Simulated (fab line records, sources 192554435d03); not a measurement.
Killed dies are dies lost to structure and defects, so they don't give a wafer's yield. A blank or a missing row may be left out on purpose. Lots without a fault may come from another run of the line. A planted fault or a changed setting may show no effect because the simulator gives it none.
One fault seen from 2 desks | flow n5_finfet | each desk has only its own numbers; what lay behind them comes last

THE TOOL OWNER'S DESK: pecvd-02
The tool's own readings at N5_ZERO_LAYER_PECVD_02 (deposits SiO2 from SiH4/N2O, target thk 10 nm, time 6 s): means of the sampled wafers that have a number, for each lot that ran on this tool. A lot is out of limits, marked OUT, if its mean lies more than 4 standard deviations from the usual mean; the brackets give that distance.
Columns: A = heater_power_w at N5_ZERO_LAYER_PECVD_02, usual 788 W; B = showerhead_plenum_p_Torr at N5_ZERO_LAYER_PECVD_02, usual 8.17 Torr
lot  | first seen here | A   | B
L744 | day 1 18:17     | 790 | 8.01
L752 | day 3 18:17     | 843 | 7.97
L756 | day 4 18:17     | 728 | 8.04
L766 | day 7 06:17     | 823 | 7.93
This desk's finding: nothing out of limits on any of the 4 lots.

THE METROLOGY DESK
What the gauges read, lot by lot, whatever tool the lot ran on: means of the sampled wafers that have a number. A lot is out of limits, marked OUT, if its mean lies more than 4 standard deviations from the usual mean; the brackets give that distance. Of its 14 readings 7 are shown: the one that was out of limits first, and those that lie furthest out on some lot.
Columns: A = CJ_N at N5_BEOL_M4_RC_MEAS_101, usual 4.36; B = CJ_P at N5_BEOL_M4_RC_MEAS_101, usual 5.81; C = DIBL_N at N5_BEOL_M4_RC_MEAS_101, usual 36.3 mV/V; D = IOFF_P at N5_BEOL_M4_RC_MEAS_101, usual 0.211 nA/um; E = RS_NWELL at N5_BEOL_M4_RC_MEAS_101, usual 1036 ohm/sq; F = RS_PWELL at N5_BEOL_M4_RC_MEAS_101, usual 3006 ohm/sq; G = VT_P at N5_BEOL_M4_RC_MEAS_101, usual -250.1 mV
lot  | first seen here | A               | B               | C    | D     | E    | F               | G
L744 | day 8 13:32     | 4.29            | 5.84            | 38.5 | 0.238 | 1029 | 2995            | -247.3
L746 | day 8 15:43     | 4.36            | 5.86            | 37.4 | 0.227 | 1038 | 3016            | -246.5
L745 | day 8 18:29     | 4.38            | 5.73            | 35.3 | 0.199 | 1035 | 2975            | -250.3
L747 | day 8 21:04     | 4.36            | 5.75            | 36.7 | 0.200 | 1040 | 3032            | -252.1
L752 | day 10 06:29    | 4.54            | 5.30            | 33.4 | 0.179 | 1051 | 3046            | -252.7
L756 | day 11 20:43    | 4.84 (+5.7) OUT | 4.48 (-9.5) OUT | 35.8 | 0.230 | 1056 | 3120 (+4.8) OUT | -247.4
L758 | day 11 20:47    | 4.30            | 5.72            | 37.7 | 0.265 | 1029 | 2981            | -245.0
L759 | day 12 01:35    | 4.42            | 5.76            | 37.2 | 0.230 | 1030 | 3023            | -249.6
L761 | day 12 19:37    | 4.28            | 5.69            | 36.1 | 0.216 | 1034 | 2982            | -249.3
L766 | day 14 01:29    | 4.40            | 5.98            | 36.3 | 0.210 | 1029 | 2971            | -250.1
This desk's finding: out of limits on L756; first on L756, day 11 20:43 (CJ_N at N5_BEOL_M4_RC_MEAS_101). In limits: L744, L746, L745, L747, L752, L758, L759, L761, L766.

PUT TOGETHER
The metrology desk could have raised an alarm at day 11 20:43, on L756.
The tool owner's desk saw nothing out of limits.
The tool owner's desk has L756 on record, within its limits.
Of the lots named, all ran N5_ZERO_LAYER_PECVD_02 on pecvd-02.

WHAT THE SIMULATOR HAD PUT IN
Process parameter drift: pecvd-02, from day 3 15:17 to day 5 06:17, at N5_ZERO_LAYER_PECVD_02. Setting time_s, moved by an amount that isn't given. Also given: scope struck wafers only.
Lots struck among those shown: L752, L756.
Hours from the fault's start to each desk's first reading out of limits: the metrology desk, 197.
